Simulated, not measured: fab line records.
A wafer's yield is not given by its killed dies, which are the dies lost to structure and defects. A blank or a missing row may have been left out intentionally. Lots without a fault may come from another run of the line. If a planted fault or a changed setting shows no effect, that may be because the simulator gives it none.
Chamber matching + flow n5-finfet + N5_BEOL_M10_ETCH_65 on rie-diel-01 has 4 sister chambers
The step etches SiARC in CF4, target depth 39 nm, time 65 s. 14 wafers are shown with their chamber, then 7 later ones without.

## EACH WAFER AND ITS CHAMBER
| wafer  | chamber | drypump-motor-current-A (A) | throttle-valve-pct (%) | showerhead-plenum-p-Torr (Torr) |
|--------|---------|-----------------------------|------------------------|---------------------------------|
| L079.1 | 0       | 4.9                         | 15.69                  | 2.12                            |
| L079.3 | 3       | 6.1                         | 15.23                  | 2.07                            |
| L079.5 | 1       | 6.3                         | 15.34                  | 2.09                            |
| L082.1 | 1       | 6.3                         | 15.37                  | 2.09                            |
| L082.4 | 2       | 5.7                         | 15.61                  | 2.09                            |
| L082.5 | 3       | 6.1                         | 15.22                  | 2.07                            |
| L077.1 | 0       | 4.9                         | 15.68                  | 2.12                            |
| L077.3 | 2       | 5.8                         | 15.61                  | 2.09                            |
| L077.6 | 0       | 4.9                         | 15.68                  | 2.12                            |
| L085.2 | 2       | 5.8                         | 15.67                  | 2.08                            |
| L085.3 | 0       | 4.9                         | 15.71                  | 2.12                            |
| L085.5 | 1       | 6.3                         | 15.40                  | 2.08                            |
| L088.1 | 1       | 6.3                         | 15.38                  | 2.08                            |
| L088.2 | 0       | 4.8                         | 15.74                  | 2.12                            |

SIGNATURES (averages over the wafers above)
| reading                  | chamber 0 | chamber 1 | chamber 2 | chamber 3 | scatter within a chamber |
|--------------------------|-----------|-----------|-----------|-----------|--------------------------|
| drypump-motor-current-A  | 4.880     | 6.300     | 5.767     | 6.100     | 0.0383                   |
| throttle-valve-pct       | 15.7000   | 15.3725   | 15.6300   | 15.2250   | 0.0263                   |
| showerhead-plenum-p-Torr | 2.1200    | 2.0850    | 2.0867    | 2.0700    | 0.00408                  |
Rule: a wafer's distance from a chamber is the root of the sum, over the readings, of the square of ((its reading less the chamber's mean) divided by the reading's scatter). The wafer belongs to the nearest chamber; if the next one is less than 2 further off, it can't be placed. How the scatter is found: for the shown wafers, subtract from each reading the mean of its chamber, square and add these, divide the total by (wafers less chambers), then take the root.

## WAFERS WHOSE CHAMBER IS MISSING
| wafer  | drypump-motor-current-A (A) | throttle-valve-pct (%) | showerhead-plenum-p-Torr (Torr) |
|--------|-----------------------------|------------------------|---------------------------------|
| L088.3 | 5.8                         | 15.65                  | 2.08                            |
| L092.2 | 6.3                         | 15.42                  | 2.08                            |
| L092.4 | 6.1                         | 15.28                  | 2.06                            |
| L092.6 | 5.8                         | 15.68                  | 2.08                            |
| L097.2 | 5.8                         | 15.69                  | 2.08                            |
| L097.3 | 6.3                         | 15.44                  | 2.08                            |
| L097.6 | 6.3                         | 15.43                  | 2.08                            |

## CHAMBER TAKEN BY EACH
| wafer  | from the rows above | in truth |
|--------|---------------------|----------|
| L088.3 | 2                   | 2        |
| L092.2 | 1                   | 1        |
| L092.4 | 3                   | 3        |
| L092.6 | 2                   | 2        |
| L097.2 | 2                   | 2        |
| L097.3 | 1                   | 1        |
| L097.6 | 1                   | 1        |
Correct placement for 7 of the 7. From these rows, 0 cannot be placed. Wrongly placed: 0.
